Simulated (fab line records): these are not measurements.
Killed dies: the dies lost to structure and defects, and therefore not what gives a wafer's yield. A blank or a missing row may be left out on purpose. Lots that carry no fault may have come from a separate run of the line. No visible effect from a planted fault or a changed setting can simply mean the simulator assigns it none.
fab line records ; flow n5_finfet
record: lots: 9; wafers: 26; last_day: 17
route steps=1938 shown SDB@369 HKMG_FIN@395 BEOL_M4@1111 PASSIVATION@1936
lots that met no fault: taken from a fault-free run of the same line
start_h: start of the lot's first displayed wafer, in hours after the record's first day ; wait_h: time in hours since the lot's previous step ; " identical to the entry in the row above ; L1.1+2: a row that stands for several wafers ; - value missing, or start not given ; * or withheld: withheld ; < > ~ a bound
route shown NAME@n: a module of which the file shows steps, and the number in the route of the first ; usual: mean/standard deviation taken from wafers without a fault ; same: alike in all rows ; chamber/n: place in a boat ; sites: readings site by site ; _std_site: standard deviation of those values ; _edge_site: mean of outer sites minus mean of inner sites ; radius_mm: how far each site lies from the wafer's centre ; mask NAME#n: copy n ; behind: tool/chamber where the wafer was last shaped ; hold: reason for holding the lot/hours on hold/outcome of the hold ; device: the transistor (n, p or np) that didn't switch ; end of line: the same wafers' tests at the end of the route ; step lacking rows: just its recipe ; killed: not the wafer's yield, but the dies lost to structure and defects at the first sort ; map: per-die view of a wafer (x killed, . not killed, _ where there is no die)
set.NAME: the run value of the setting; set.NAME@STEP: its run value at that earlier step ; model.NAME: the simulator's own value behind a step, which no gauge read
the route's steps for a sample of lots (tables are steps, rows are wafers)
services: the hour from which a tool's chamber was out of use, counted from the record's first day as start_h (under 0 if before that day), plus the number of hours and why
== steps ==
step: N5_SDB_CUT_ETCH_26
recipe: chemistry: HBr/Cl2/O2; target: Si; target_depth_a: 1296; bt_time_s: 20; mask_material: SiNx; time_s: 51.8; ion_energy_ev: *; bias_w: *; pressure_mtorr: 10; icp_w: 800; HBr_flow_sccm: 150; Cl2_flow_sccm: 80; O2_flow_sccm: 12
usual: O2_flow_sccm: 11.99/0.035; drypump_motor_current_A: 5.8/0.47; oes_product_au: 0.999/0.014; throttle_valve_pct: 37.3/0.41
same: time_s: 51.8
lot.wafer;tool;chamber;start_h;wait_h;O2_flow_sccm;drypump_motor_current_A;oes_product_au;rf_hours_counter_h;throttle_valve_pct
L144.3;rie_si-04;3;86.24;0.1;12.04;5.9;1.008;180;37.7
L144.4;rie_si-04;0;86.24;0.1;12.04;6.4;0.997;126;37.4
L144.6;rie_si-04;3;86.24;0.1;12.01;5.8;1.012;-;37.7
L146.2;rie_si-04;0;100.81;0.1;11.99;6.4;0.994;126;37.4
L146.4;rie_si-04;3;100.81;0.1;12.02;5.9;1.009;180;37.7
L146.6;rie_si-04;3;100.81;0.1;11.96;5.8;1.014;-;37.7
L148.1;rie_si-04;3;110.50;0.1;12.01;5.9;1.011;180;37.7
L148.2;rie_si-04;0;110.50;0.1;12.03;6.4;1.003;126;37.4
L148.5;rie_si-04;3;110.50;0.1;11.98;5.9;1.012;-;37.7
L153.5;rie_si-06;0;138.45;0.1;11.98;5.6;0.971;-;37.1
L153.6;rie_si-06;3;138.45;0.1;11.98;5.9;1.015;-;36.2
L158.1;rie_si-03;3;167.33;0.1;11.94;5.6;0.999;59;37.1
L158.2;rie_si-03;1;167.33;0.1;11.95;6.5;1.002;176;37.1
L158.6;rie_si-03;3;167.33;0.1;11.96;5.6;0.993;-;37.1
L159.3;rie_si-04;1;174.04;0.1;11.99;5.1;1.001;73;37.1
L159.4;rie_si-04;3;174.04;0.1;11.94;5.8;1.010;181;37.7
L159.5;rie_si-04;3;174.04;0.1;11.96;5.9;1.021;-;37.7
L160.2;rie_si-04;0;178.63;0.1;12.00;6.4;0.989;127;37.4
L160.4;rie_si-04;3;178.63;0.1;11.94;5.8;1.008;181;37.7
L160.5;rie_si-04;3;178.63;0.1;11.95;5.9;1.016;-;37.7
L163.1;rie_si-04;0;199.55;0.1;12.01;6.4;0.996;128;37.4
L163.2;rie_si-04;1;199.55;0.1;12.02;5.1;1.000;74;37.1
L163.3;rie_si-04;2;199.55;0.1;11.99;6.2;1.022;174;37.5
L164.1;rie_si-03;0;206.00;0.1;12.06;5.1;0.977;7;37.8
L164.2;rie_si-03;1;206.00;0.1;11.98;6.5;0.996;176;37.1
L164.6;rie_si-03;2;206.00;0.1;12.01;5.5;1.010;-;37.8
step: N5_HKMG_FIN_EXPOSE_46
recipe: mask_id: NDIPOLE; na: 1.35; source_shape: conventional; sigma_outer: 0.8; polarization: unpolarized; dose_mj: 40
usual: exposure_dose_mJ_cm2: 40.17/0.25
lot.wafer;tool;chamber;start_h;wait_h;mask;exposure_dose_mJ_cm2
L144.3;arfi_scanner-01;0;90.92;-;NDIPOLE#0;40.45
L144.4;arfi_scanner-01;0;90.92;-;NDIPOLE#0;40.46
L144.6;arfi_scanner-01;0;90.92;-;NDIPOLE#0;40.40
L146.2;arfi_scanner-03;0;105.90;-;NDIPOLE#0;40.02
L146.4;arfi_scanner-03;0;105.90;-;NDIPOLE#0;40.06
L146.6;arfi_scanner-03;0;105.90;-;NDIPOLE#0;40.00
L148.1;arfi_scanner-01;0;115.21;-;NDIPOLE#0;40.55
L148.2;arfi_scanner-01;0;115.21;-;NDIPOLE#0;40.50
L148.5;arfi_scanner-01;0;115.21;-;NDIPOLE#0;40.54
L153.5;arfi_scanner-03;0;143.57;-;NDIPOLE#0;40.05
L153.6;arfi_scanner-03;0;143.57;-;NDIPOLE#0;40.03
L158.1;arfi_scanner-02;0;171.99;-;NDIPOLE#0;40.03
L158.2;arfi_scanner-02;0;171.99;-;NDIPOLE#0;39.98
L158.6;arfi_scanner-02;0;171.99;-;NDIPOLE#0;39.99
L159.3;arfi_scanner-01;0;178.70;-;NDIPOLE#0;46.19
L159.4;arfi_scanner-01;0;178.70;-;NDIPOLE#0;46.20
L159.5;arfi_scanner-01;0;178.70;-;NDIPOLE#0;46.19
L160.2;arfi_scanner-01;0;183.19;-;NDIPOLE#0;45.07
L160.4;arfi_scanner-01;0;183.19;-;NDIPOLE#0;44.99
L160.5;arfi_scanner-01;0;183.19;-;NDIPOLE#0;44.97
L163.1;arfi_scanner-02;0;204.19;-;NDIPOLE#0;39.89
L163.2;arfi_scanner-02;0;204.19;-;NDIPOLE#0;39.94
L163.3;arfi_scanner-02;0;204.19;-;NDIPOLE#0;39.97
L164.1;arfi_scanner-02;0;210.66;-;NDIPOLE#0;39.91
L164.2;arfi_scanner-02;0;210.66;-;NDIPOLE#0;39.98
L164.6;arfi_scanner-02;0;210.66;-;NDIPOLE#0;39.98
step: N5_HKMG_FIN_CD_MEAS_49
recipe: target_cd_nm: 202; landing_energy_ev: 500; detector: se_inlens; polarity: opening
usual: cd_nm: 202.6/0.72
lot.wafer;tool;chamber;start_h;wait_h;cd_nm
L144.3;cd_sem-01;0;91.03;-;202.2
L144.4;cd_sem-01;0;91.03;-;201.9
L144.6;cd_sem-01;0;91.03;-;203.6
L146.2;cd_sem-03;0;106.02;-;202.5
L146.4;cd_sem-03;0;106.02;-;202.1
L146.6;cd_sem-03;0;106.02;-;201.8
L148.1;cd_sem-02;0;115.33;-;203.5
L148.2;cd_sem-02;0;115.33;-;201.5
L148.5;cd_sem-02;0;115.33;-;203.2
L153.5;cd_sem-02;0;143.68;-;202.6
L153.6;cd_sem-02;0;143.68;-;202.3
L158.1;cd_sem-02;0;172.11;-;202.5
L158.2;cd_sem-02;0;172.11;-;201.8
L158.6;cd_sem-02;0;172.11;-;202.4
L159.3;cd_sem-02;0;178.81;-;212.4
L159.4;cd_sem-02;0;178.81;-;212.3
L159.5;cd_sem-02;0;178.81;-;211.5
L160.2;cd_sem-02;0;183.31;-;210.4
L160.4;cd_sem-02;0;183.31;-;209.2
L160.5;cd_sem-02;0;183.31;-;207.9
L163.1;cd_sem-03;0;204.31;-;203.8
L163.2;cd_sem-03;0;204.31;-;203.5
L163.3;cd_sem-03;0;204.31;-;203.3
L164.1;cd_sem-02;0;210.79;-;201.3
L164.2;cd_sem-02;0;210.79;-;202.1
L164.6;cd_sem-02;0;210.79;-;202.5
step: N5_HKMG_FIN_ETCH_54
recipe: chemistry: CF4; target: SiARC; target_depth_a: 455; mask_material: CAR-ArF; time_s: 75.8; ion_energy_ev: 80; pressure_mtorr: 40; source_w: 545; bias_w: 36; Ar_flow_sccm: 100; cf4_flow_sccm: 100; ends: cleared
usual: drypump_motor_current_A: 5.70/0.3; etch_rf_on_time_s: 75.7/2.9; oes_product_au: 0.68/0.069; rf_vpp_V: 184.3/0.96; showerhead_plenum_p_Torr: 2.16/0.052; throttle_valve_pct: 15.58/0.3
lot.wafer;tool;chamber;start_h;wait_h;drypump_motor_current_A;etch_rf_on_time_s;oes_product_au;rf_hours_counter_h;rf_vpp_V;showerhead_plenum_p_Torr;throttle_valve_pct
L144.3;rie_diel-04;3;91.15;0.0;6.16;75.8;0.71;51;184.2;2.08;15.30
L144.4;rie_diel-04;0;91.15;0.0;6.22;72.7;0.80;13;185.7;2.18;15.20
L144.6;rie_diel-04;0;91.15;0.0;6.22;73.6;0.79;-;183.6;2.18;15.20
L146.2;rie_diel-06;2;106.14;0.0;5.65;72.6;0.75;57;183.3;2.19;15.77
L146.4;rie_diel-06;0;106.14;0.0;5.52;80.1;0.72;26;185.1;2.10;15.14
L146.6;rie_diel-06;1;106.14;0.0;5.92;74.5;0.60;-;184.9;2.22;15.90
L148.1;rie_diel-06;3;115.46;0.0;6.05;75.4;0.73;76;183.8;2.16;15.37
L148.2;rie_diel-06;2;115.46;0.0;5.66;73.0;0.74;61;184.9;2.19;15.76
L148.5;rie_diel-06;3;115.46;0.0;6.07;76.2;0.72;-;184.5;2.16;15.39
L153.5;rie_diel-06;0;143.91;0.0;5.59;79.7;0.72;-;182.7;2.10;15.15
L153.6;rie_diel-06;1;143.91;0.0;5.93;74.1;0.59;-;184.2;2.21;15.94
L158.1;rie_diel-06;2;172.23;0.0;5.66;71.4;0.73;82;184.1;2.18;15.81
L158.2;rie_diel-06;1;172.23;0.0;5.93;73.7;0.59;249;185.6;2.21;15.97
L158.6;rie_diel-06;0;172.23;0.0;5.56;79.1;0.71;-;182.5;2.09;15.17
L159.3;rie_diel-06;3;178.99;0.0;6.05;76.0;0.70;98;184.0;2.16;15.42
L159.4;rie_diel-06;1;178.99;0.0;5.93;74.0;0.59;252;184.6;2.21;15.97
L159.5;rie_diel-06;0;178.99;0.0;5.56;78.6;0.71;-;183.1;2.09;15.19
L160.2;rie_diel-01;2;183.49;0.0;5.82;79.2;0.57;244;182.4;2.04;16.18
L160.4;rie_diel-01;1;183.49;0.0;5.57;77.8;0.61;195;184.9;2.21;15.97
L160.5;rie_diel-01;3;183.49;0.0;5.50;77.7;0.71;-;185.9;2.16;15.63
L163.1;rie_diel-01;0;204.44;0.0;5.13;72.2;0.75;41;184.3;2.18;15.48
L163.2;rie_diel-01;1;204.44;0.0;5.56;76.2;0.62;204;185.3;2.21;15.97
L163.3;rie_diel-01;3;204.44;0.0;5.53;77.5;0.71;74;184.6;2.15;15.66
L164.1;rie_diel-06;2;210.91;0.0;5.65;71.2;0.71;99;184.7;2.17;15.85
L164.2;rie_diel-06;0;210.91;0.0;5.56;79.4;0.69;62;184.1;2.09;15.19
L164.6;rie_diel-06;2;210.91;0.0;5.65;71.6;0.71;-;185.7;2.17;15.85
step: N5_HKMG_FIN_ETCH_55
recipe: chemistry: N2/H2; target: SOC; target_depth_a: 2400; temp_c: 40; time_s: 300; ion_energy_ev: 200; mask_material: SiARC; pressure_mtorr: 30; source_w: 840; bias_w: 150; n2_flow_sccm: 200; h2_flow_sccm: 200
usual: drypump_motor_current_A: 5.71/0.3; oes_product_au: 0.80/0.083; rf_vpp_V: 524.3/1.9; showerhead_plenum_p_Torr: 2.56/0.066; throttle_valve_pct: 17.83/0.24
same: time_s: 300
lot.wafer;tool;chamber;start_h;wait_h;drypump_motor_current_A;oes_product_au;rf_hours_counter_h;rf_vpp_V;showerhead_plenum_p_Torr;throttle_valve_pct
L144.3;rie_diel-04;3;91.21;0.0;6.13;0.83;51;522.2;2.46;17.49
L144.4;rie_diel-04;0;91.21;0.0;6.24;0.96;13;523.5;2.61;17.60
L144.6;rie_diel-04;0;91.21;0.0;6.23;0.94;-;524.6;2.61;17.61
L146.2;rie_diel-06;2;106.19;0.0;5.66;0.89;57;526.6;2.56;17.81
L146.4;rie_diel-06;0;106.19;0.0;5.55;0.86;26;520.7;2.52;17.68
L146.6;rie_diel-06;1;106.19;0.0;5.93;0.71;-;525.0;2.61;17.96
L148.1;rie_diel-06;3;115.51;0.0;6.07;0.85;76;525.6;2.57;17.58
L148.2;rie_diel-06;2;115.51;0.0;5.66;0.88;61;525.4;2.56;17.81
L148.5;rie_diel-06;3;115.51;0.0;6.05;0.84;-;525.2;2.57;17.59
L153.5;rie_diel-06;0;144.03;0.1;5.57;0.84;-;521.2;2.51;17.69
L153.6;rie_diel-06;1;144.03;0.1;5.95;0.70;-;525.6;2.60;17.99
L158.1;rie_diel-06;2;172.29;0.0;5.65;0.87;82;525.5;2.55;17.85
L158.2;rie_diel-06;1;172.29;0.0;5.94;0.68;249;525.0;2.60;18.01
L158.6;rie_diel-06;0;172.29;0.0;5.56;0.82;-;522.5;2.51;17.70
L159.3;rie_diel-06;3;179.04;0.0;6.06;0.81;98;524.4;2.56;17.60
L159.4;rie_diel-06;1;179.04;0.0;5.91;0.68;252;525.2;2.60;18.00
L159.5;rie_diel-06;0;179.04;0.0;5.54;0.82;-;521.4;2.51;17.69
L160.2;rie_diel-01;2;183.55;0.0;5.91;0.66;244;519.9;2.41;18.32
L160.4;rie_diel-01;1;183.55;0.0;5.57;0.72;195;526.2;2.65;18.37
L160.5;rie_diel-01;3;183.55;0.0;5.51;0.83;-;525.5;2.58;17.93
L163.1;rie_diel-01;0;204.49;0.0;5.13;0.89;41;525.4;2.63;17.93
L163.2;rie_diel-01;1;204.49;0.0;5.56;0.72;204;525.2;2.64;18.38
L163.3;rie_diel-01;3;204.49;0.0;5.52;0.82;74;522.9;2.57;17.96
L164.1;rie_diel-06;2;210.97;0.0;5.66;0.84;99;526.4;2.54;17.89
L164.2;rie_diel-06;0;210.97;0.0;5.60;0.80;63;522.0;2.50;17.73
L164.6;rie_diel-06;2;210.97;0.0;5.65;0.85;-;525.8;2.54;17.90
step: N5_BEOL_M4_RC_MEAS_101
usual: DIBL_N: 36.0/2.2; DIBL_P: 35.9/2.6; IOFF_N: 0.16/0.038; IOFF_P: 0.21/0.042; ION_N: 675/15; ION_P: 463/10; SS_N: 71.5/0.62; SS_P: 73.2/0.76; VT_N: 250/4.1; VT_P: -251/3.6
lot.wafer;tool;chamber;start_h;wait_h;DIBL_N[mV/V];DIBL_P[mV/V];IOFF_N[nA/um];IOFF_P[nA/um];ION_N[uA/um];ION_P[uA/um];SS_N[mV/dec];SS_P[mV/dec];VT_N[mV];VT_P[mV]
L144.3;prober-02;0;194.41;0.3;33.3;33.6;0.12;0.15;657;446;70.9;73.0;253;-255
L144.4;prober-02;0;194.41;0.3;36.6;37.5;0.17;0.20;680;458;72.6;73.8;247;-251
L144.6;prober-02;0;194.41;0.3;34.8;34.4;0.14;0.15;656;444;71.8;73.3;251;-255
L146.2;prober-01;0;195.36;0.2;38.7;39.3;0.21;0.26;690;471;72.2;74.5;245;-249
L146.4;prober-01;0;195.36;0.2;36.1;35.5;0.16;0.19;675;459;72.4;73.7;249;-251
L146.6;prober-01;0;195.36;0.2;33.1;32.3;0.12;0.16;662;452;71.2;72.1;252;-253
L148.1;prober-01;0;214.28;0.0;36.5;35.6;0.15;0.20;672;462;71.5;73.3;249;-249
L148.2;prober-01;0;214.28;0.0;34.2;34.0;0.13;0.19;682;473;70.9;72.4;253;-250
L148.5;prober-01;0;214.28;0.0;35.0;34.3;0.13;0.19;673;465;70.7;72.6;251;-249
L153.5;prober-01;0;247.91;0.6;34.9;34.8;0.14;0.18;681;466;71.4;72.5;250;-250
L153.6;prober-01;0;247.91;0.6;35.5;36.6;0.15;0.20;666;456;71.6;73.4;246;-254
L159.3;prober-02;0;264.25;0.3;38.2;34.2;0.15;0.19;658;452;71.8;73.3;253;-253
L159.4;prober-02;0;264.25;0.3;38.3;37.3;0.17;0.23;691;473;71.6;73.5;245;-251
L159.5;prober-02;0;264.25;0.3;37.3;36.2;0.16;0.22;687;474;71.0;73.4;248;-249
L158.1;prober-02;0;266.93;0.0;37.0;38.5;0.17;0.24;661;456;72.0;73.5;246;-249
L158.2;prober-02;0;266.93;0.0;37.4;38.1;0.20;0.23;697;478;71.2;73.8;243;-251
L158.6;prober-02;0;266.93;0.0;36.6;36.9;0.17;0.22;686;464;70.7;72.4;248;-250
L160.2;prober-02;0;281.27;0.2;38.6;39.0;0.18;0.23;675;464;71.9;73.4;249;-250
L160.4;prober-02;0;281.27;0.2;39.9;42.4;0.22;0.29;696;482;72.1;73.9;245;-248
L160.5;prober-02;0;281.27;0.2;38.5;39.0;0.20;0.25;689;472;71.6;73.0;246;-250
L163.1;prober-01;0;306.25;0.0;37.4;40.0;0.21;0.26;678;458;71.8;74.5;242;-250
L163.2;prober-01;0;306.25;0.0;33.0;33.5;0.14;0.17;679;467;71.5;72.5;249;-254
L163.3;prober-01;0;306.25;0.0;37.6;40.5;0.22;0.25;692;470;72.9;74.6;244;-249
L164.1;prober-02;0;306.35;0.0;36.0;37.0;0.18;0.25;684;464;71.0;73.4;245;-248
L164.2;prober-02;0;306.35;0.0;35.7;36.7;0.18;0.25;693;475;71.2;73.6;244;-245
L164.6;prober-02;0;306.35;0.0;35.6;37.8;0.19;0.28;700;491;71.5;74.2;245;-245
step: N5_PASSIVATION_PROBE_49
usual: defect_limited_yield: 91.4/1.6; killed_at_M0_to_M3: 35/10; killed_at_M4_up: 12/4.7; killed_at_contacts: 12/5.8; killed_at_front_end: 38/12; killed_at_other: 4/3.2; killed_dies: 102/18; killed_open: 68/14; killed_short: 32/8; sort_bin_5_function: 5.1/0.96; sort_bin_6_memory: 3.2/0.77; sort_bin_8_speed: 0.1/0.39; sort_n_pass: 1078/20; sort_yield_pct: 91.3/1.7
same: gross_dies: 1180; killed_at_back_side: 0; sort_bin_4_leakage[%]: 0
lot.wafer;tool;chamber;start_h;wait_h;defect_limited_yield[%];killed_at_M0_to_M3;killed_at_M4_up;killed_at_contacts;killed_at_front_end;killed_at_other;killed_dies;killed_open;killed_short;sort_bin_5_function[%];sort_bin_6_memory[%];sort_bin_8_speed[%];sort_n_pass;sort_yield_pct[%]
L144.3;prober-02;-;298.86;0.1;90.6;43;16;13;33;6;111;72;37;5.9;3.4;0;1069;90.6
L144.4;prober-02;-;298.91;0.2;91.1;33;21;12;30;9;105;66;37;5.4;3.0;0;1075;91.1
L144.6;prober-02;-;299.01;0.3;92.0;27;11;9;43;4;94;55;35;4.9;2.9;0.2;1084;91.9
L146.2;prober-01;-;309.28;0.6;92.8;30;9;12;28;6;85;55;29;3.6;3.1;0;1095;92.8
L146.4;prober-01;-;309.38;0.7;91.8;32;7;10;42;6;97;66;29;5.2;2.5;0;1083;91.8
L146.6;prober-01;-;309.48;0.8;90.5;47;11;10;39;5;112;83;28;5.5;3.6;0;1068;90.5
L148.1;prober-01;-;327.58;0.0;91.6;43;15;12;26;3;99;70;29;4.8;3.2;0;1081;91.6
L148.2;prober-01;-;327.63;0.1;91.4;51;10;8;28;5;102;65;31;4.8;3.1;0;1078;91.4
L148.5;prober-01;-;327.78;0.2;93.1;37;15;5;20;5;82;63;19;4.3;2.5;0;1098;93.1
L160.2;prober-02;-;391.10;0.7;90.7;36;16;9;44;5;110;67;42;5.9;3.2;0;1070;90.7
L160.4;prober-02;-;391.20;0.8;91.5;31;13;13;36;7;100;62;37;4.9;3.1;0;1080;91.5
L160.5;prober-02;-;391.25;0.8;93.3;16;17;9;31;6;79;48;31;3.6;2.7;0;1101;93.3
killed by level:class
L144.3 BEOL_M2:geometric_particle:open=18 BEOL_M1:geometric_particle:open=11 MOL_CONTACT_COAG:geometric_particle:open=9 FIN_SAQP:geometric_particle:short=8 STI_FIN_REVEAL:geometric_particle:open=6 DUMMY_GATE:geometric_particle:open=6 BEOL_M4:geometric_particle:open=6 FIN_SAQP:geometric_particle:open=5
L144.4 BEOL_M4:geometric_particle:open=15 FIN_SAQP:geometric_particle:open=10 MOL_CONTACT_COAG:geometric_particle:open=10 BEOL_M2:geometric_particle:short=7 BEOL_M1:geometric_particle:open=6 BEOL_M3:geometric_particle:open=6 BEOL_M2:geometric_particle:open=5 FIN_SAQP:geometric_particle:short=4
L144.6 FIN_SAQP:geometric_particle:open=14 BEOL_M1:geometric_particle:open=11 FIN_SAQP:geometric_particle:short=9 MOL_CONTACT_COAG:geometric_particle:open=5 STI_FIN_REVEAL:geometric_particle:open=4 MOL_CONTACT_COAG:geometric_particle:short=4 DUMMY_GATE:geometric_particle:open=3 GATE_CUT:geometric_particle:short=3
L146.2 BEOL_M1:geometric_particle:open=14 MOL_CONTACT_COAG:geometric_particle:open=10 FIN_SAQP:geometric_particle:short=7 GATE_CUT:geometric_particle:short=7 FIN_SAQP:geometric_particle:open=5 BEOL_M3:geometric_particle:open=5 BEOL_M0_SAQP:geometric_particle:short=4 STARTING-WAFER:geometric_particle:short=4
L146.4 FIN_SAQP:geometric_particle:open=19 BEOL_M1:geometric_particle:open=10 MOL_CONTACT_COAG:geometric_particle:open=9 FIN_SAQP:geometric_particle:short=8 BEOL_M0_SAQP:geometric_particle:open=7 BEOL_M0_SAQP:geometric_particle:short=7 STARTING-WAFER:geometric_particle:open=4 BEOL_M0:geometric_particle:open=3
L146.6 BEOL_M2:geometric_particle:open=17 FIN_SAQP:geometric_particle:open=11 FIN_SAQP:geometric_particle:short=11 STI_FIN_REVEAL:geometric_particle:open=9 MOL_CONTACT_COAG:geometric_particle:open=9 BEOL_M3:geometric_particle:open=8 BEOL_M0_SAQP:geometric_particle:open=7 BEOL_M1:geometric_particle:open=7
L148.1 BEOL_M0_SAQP:geometric_particle:open=14 BEOL_M3:geometric_particle:open=14 STI_FIN_REVEAL:geometric_particle:open=8 MOL_CONTACT_COAG:geometric_particle:open=8 BEOL_M0_SAQP:geometric_particle:short=7 GATE_CUT:geometric_particle:short=5 BEOL_M4:geometric_particle:open=5 MOL_CONTACT_COAG:geometric_particle:short=4
L148.2 BEOL_M0_SAQP:geometric_particle:open=12 BEOL_M3:geometric_particle:open=11 BEOL_M0_SAQP:geometric_particle:short=10 MOL_CONTACT_COAG:geometric_particle:open=8 BEOL_M2:geometric_particle:open=8 BEOL_M1:geometric_particle:open=7 HKMG_FIN:area_etch=6 FIN_SAQP:geometric_particle:short=5
L148.5 BEOL_M3:geometric_particle:open=13 BEOL_M4:geometric_particle:open=11 BEOL_M0_SAQP:geometric_particle:open=10 BEOL_M1:geometric_particle:open=7 DUMMY_GATE:geometric_particle:open=4 MOL_CONTACT_COAG:geometric_particle:open=4 FIN_SAQP:geometric_particle:short=3 STI_FIN_REVEAL:geometric_particle:open=3
L160.2 STI_FIN_REVEAL:geometric_particle:open=13 BEOL_M0_SAQP:geometric_particle:short=11 MOL_CONTACT_COAG:geometric_particle:open=9 BEOL_M3:geometric_particle:open=9 BEOL_M0_SAQP:geometric_particle:open=7 STARTING-WAFER:geometric_particle:short=7 FIN_SAQP:geometric_particle:open=5 BEOL_M4:geometric_particle:open=5
L160.4 MOL_CONTACT_COAG:geometric_particle:open=10 BEOL_M1:geometric_particle:open=8 BEOL_M3:geometric_particle:open=8 FIN_SAQP:geometric_particle:open=6 GATE_CUT:geometric_particle:short=5 BEOL_M1:geometric_particle:short=5 DUMMY_GATE:geometric_particle:open=4 BEOL_M0_SAQP:geometric_particle:open=4
L160.5 FIN_SAQP:geometric_particle:short=5 MOL_CONTACT_COAG:geometric_particle:short=5 BEOL_M0_SAQP:geometric_particle:short=5 BEOL_M1:geometric_particle:open=5 FIN_SAQP:geometric_particle:open=4 STI_FIN_REVEAL:geometric_particle:open=4 MOL_CONTACT_COAG:geometric_particle:open=4 BEOL_M7:geometric_particle:open=4
== services ==
tool;chamber;start_h;hours;kind
rie_diel-01;3;64.59;9.1;repair
arfi_scanner-03;-;70.38;1.3;pm
arfi_scanner-02;-;71.20;1.0;pm
rie_diel-06;3;73.33;7.0;repair
rie_si-04;-;80.68;0.2;repair
arfi_scanner-01;-;98.10;0.8;pm
rie_diel-04;0;102.22;2.3;repair
arfi_scanner-03;-;106.49;1.0;repair
arfi_scanner-02;-;107.52;1.0;pm
arfi_scanner-02;-;115.28;0.8;pm
arfi_scanner-02;-;120.28;3.9;pm
arfi_scanner-01;-;124.77;2.1;repair
arfi_scanner-02;-;125.08;4.9;pm
arfi_scanner-02;-;131.14;1.3;pm
arfi_scanner-01;-;132.43;4.9;pm
arfi_scanner-02;-;138.16;3.0;repair
arfi_scanner-02;-;149.98;1.6;repair
rie_diel-06;0;155.65;13.1;repair
arfi_scanner-01;-;162.29;1.0;pm
arfi_scanner-01;-;165.74;0.4;repair
arfi_scanner-01;-;171.93;1.3;pm
rie_diel-01;1;173.91;5.0;repair
rie_diel-06;1;187.11;16.2;repair
rie_diel-04;1;204.77;9.1;repair
== key ==
first_sign: step: N5_HKMG_FIN_EXPOSE_46; reading: exposure_dose_mJ_cm2; direction: up; sigmas: 22; usual: 40.17; struck: 45.60
effect: step: N5_HKMG_FIN_CD_MEAS_49; reading: cd_nm; direction: up; sigmas: 11; usual: 202.6; struck: 210.6; through: control_loop
met_at N5_HKMG_FIN_EXPOSE_46
struck_lots L159,L160
rows_end L159.3,L159.4,L159.5
loop_trim: step: N5_HKMG_FIN_EXPOSE_46; setting: dose; lots: L160
not_acting_at N5_SDB_CUT_ETCH_26,N5_HKMG_FIN_ETCH_54,N5_HKMG_FIN_ETCH_55
onset_between 115.21 178.70
fault: kind: process_parameter_drift; tool: arfi_scanner-01; chamber: -; onset_h: 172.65; steps: N5_HKMG_FIN_EXPOSE_46; channel: dose_mj; offset: 5.7008; shape: step; acts_in: these_recipes_only; stated: 40
rows_end: these wafers met a further fault down the route, and their rows from its step on are left out
loop_trim: a control loop set the setting to another value than it would have without faults
